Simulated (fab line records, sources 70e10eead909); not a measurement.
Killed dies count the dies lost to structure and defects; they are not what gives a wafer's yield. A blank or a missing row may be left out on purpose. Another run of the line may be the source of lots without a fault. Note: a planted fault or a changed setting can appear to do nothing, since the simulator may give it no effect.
Struck lot and sound lot, side by side -- flow nand harc -- 43 out of 1302 route steps
Sound: wafers L520.1, L520.4, L520.6. Struck: wafer L538.1. (L538.2, L538.6 of the same lot were not struck and are left out.) The cause comes at the end.
Order at every step that has rows: each side's tool, ch and its chambers, its first start. Under that, the readings that differ: sound wafers -- struck wafers -- difference of the means -- sigmas: that difference in standard deviations of wafers without a fault.
alike: readings whose means differ by less than 2 such deviations, and words and numbers that are the same on both sides. not compared: withheld readings, readings that some wafer has no value for, bounds like >300 that may hide the same value, and numbers for which the record gives no deviation and whose values overlap.
A row with sigmas, a row that says differs or no value, or rows on one side alone: a step with any of these is where the two part. Non-overlapping numbers with no deviation appear without sigmas and do not part them. A reading that every wafer of one side lacks parts them only if that side has two wafers or more.

first, 5 steps without rows for these wafers: NHARC_A_CONTACT_SOFTBAKE_64 (time 55 s); NHARC_A_CONTACT_EBR_65; NHARC_A_CONTACT_EXPOSE_66 (exposes mask A CC 2); NHARC_A_CONTACT_PEB_67 (peb time 65 s); NHARC_A_CONTACT_DEVELOP_68 (develop time 35 s).
NHARC_A_CONTACT_CD_MEAS_69: target cd 300 nm.
  sound on cd sem-01 ch 0, day 21 21:44; struck on cd sem-03 ch 0, day 29 09:55
  alike: cd nm
NHARC_A_CONTACT_OVL_MEAS_70:
  struck on overlay-02, day 29 10:00; sound on overlay-02, day 21 21:50
reading,sound,struck,difference,sigmas
overlay x nm (nm),1.6 1.2 1.5,0.1,-1.3,-2
  alike: overlay y nm
NHARC_A_CONTACT_INSPECT_71:
  struck on defect inspect-02, day 29 10:02; sound on defect inspect-01, day 21 21:52
  alike: raw defect count
then, 2 steps without rows for these wafers: NHARC_A_CONTACT_DESCUM_74 (chemistry O2, time 3 s); NHARC_A_CONTACT_ETCH_75 (etches the open film in CF4, target depth 39 nm, time 65 s).
NHARC_A_CONTACT_ETCH_76: etches the open film in N2/H2, target depth 260 nm, time 475.3 s.
  sound: rie diel-13 ch 1,2; struck: rie diel-10 ch 3
reading,sound,struck,difference,sigmas
throttle valve pct (%),14.180 14.185 14.185,14.164,-0.019,-2
  alike: bias w, drypump motor current A, n2 flow sccm, oes product au, rf vpp V, showerhead plenum p Torr
  not compared: rf hours counter h
NHARC_A_CONTACT_ETCH_77: etches the open film in CF4/CHF3, target depth 108.9 nm, time 54.5 s.
  sound: rie diel-13 ch 0,1; struck: rie diel-10 ch 3
reading,sound,struck,difference,sigmas
throttle valve pct (%),16.817 16.808 16.800,16.787,-0.021,-2
  alike: bias w, drypump motor current A, oes product au, rf vpp V, showerhead plenum p Torr
  not compared: rf hours counter h
NHARC_A_CONTACT_ETCH_78: etches the open film in O2/COS, target depth 5300 nm, time 1378 s.
  sound on rie diel-13 ch 0,2, day 21 22:53; struck on rie diel-10 ch 1, day 29 10:53
  alike: bias w, drypump motor current A, oes product au, rf vpp V, showerhead plenum p Torr, throttle valve pct
  not compared: rf hours counter h
then, 2 steps without rows for these wafers: NHARC_A_CONTACT_ETCH_124 (etches the open film in C4F8/O2/Ar, time 140 s, target depth 700 nm); NHARC_A_CONTACT_ETCH_125 (etches the open film in C4F8/O2/Ar, time 197 s, target depth 1918 nm).
NHARC_A_CONTACT_ETCH_126: etches the open film in C4F8/O2/Ar, time 197 s, target depth 1918 nm.
  sound on har cap etch-02 ch 1, day 22 00:07; struck on har cap etch-02 ch 0, day 29 12:05
  not compared: rf hours counter h
NHARC_A_CONTACT_ETCH_127: etches the open film in C4F8/O2/Ar, time 197 s, target depth 1918 nm.
  sound on har cap etch-02 ch 1, day 22 00:17; struck on har cap etch-02 ch 0, day 29 12:16
  not compared: rf hours counter h
then, 8 steps without rows for these wafers: NHARC_A_CONTACT_ETCH_128 (etches the open film in C4F8/O2/Ar, time 197 s, target depth 1918 nm); NHARC_A_CONTACT_ETCH_129 (etches the open film in C4F8/O2/Ar, time 197 s, target depth 1918 nm); NHARC_A_CONTACT_ETCH_130 (etches the open film in C4F8/O2/Ar, time 197 s, target depth 1918 nm); NHARC_A_CONTACT_ETCH_131 (etches the open film in C4F8/O2/Ar, time 197 s, target depth 1918 nm); NHARC_A_CONTACT_ETCH_132 (etches the open film in C4F8/O2/Ar, time 197 s, target depth 1924 nm); NHARC_A_CONTACT_ETCH_133 (etches the open film in C4F8/O2/Ar, time 374 s, target depth 1610 nm); NHARC_A_CONTACT_ETCH_91 (etches the open film in CH3F/O2, target depth 40 nm, time 85.7 s); NHARC_A_CONTACT_ETCH_97 (etches the open film in C4F6/O2, target depth 20 nm, time 10 s).
NHARC_A_CONTACT_CD_MEAS_80:
  struck on cd sem-02, day 29 14:20; sound on cd sem-01, day 22 02:22
  alike: cd nm
then, 6 steps without rows for these wafers: NHARC_A_CONTACT_STRIP_103 (strips in N2/H2); NHARC_A_CONTACT_STRIP_104 (strips in CF4/CHF3); NHARC_A_CONTACT_STRIP_105 (strips in O2/COS); NHARC_A_CONTACT_ETCH_106 (etches the open film in CF4/O2, target depth 90 nm, overetch 9 nm, time 49.5 s); NHARC_A_CONTACT_STRIP_82 (strips in O2); NHARC_A_CONTACT_STRIP_83 (strips in post etch residue remover, time 600 s).
NHARC_A_CONTACT_DEP_84: deposits aC, target thk 2800 nm.
  sound on acl dep-01 ch 0, day 22 03:19; struck on acl dep-03 ch 0, day 29 16:21
  alike: throttle valve pct
then, 9 steps without rows for these wafers: NHARC_A_CONTACT_DEP_85 (deposits SiON, target thk 60 nm); NHARC_A_CONTACT_DEHYDRATE_00 (time 120 s); NHARC_A_CONTACT_HMDS_01 (time 30 s); NHARC_A_CONTACT_COAT_86 (time 75 s); NHARC_A_CONTACT_COAT_87 (time 65 s); NHARC_A_CONTACT_COAT_02 (resist thk 90 nm); NHARC_A_CONTACT_SOFTBAKE_03 (time 55 s); NHARC_A_CONTACT_EBR_04; NHARC_A_CONTACT_EXPOSE_05 (exposes mask A CC).
-- record jumps: 2 days between struck wafers' starts before vs after; left off in module A_CONTACT, resumes in module END, first step shown is number 1302 of the route --
NHARC_END_SORT_01:
  here the record holds rows for the struck wafers (prober-01 ch 0, day 31 17:55) but none for the sound ones

## WHERE THEY PART
At NHARC_A_CONTACT_OVL_MEAS_70 first; at NHARC_END_SORT_01 last (within this record only).

WHY: what had been put in by the simulator
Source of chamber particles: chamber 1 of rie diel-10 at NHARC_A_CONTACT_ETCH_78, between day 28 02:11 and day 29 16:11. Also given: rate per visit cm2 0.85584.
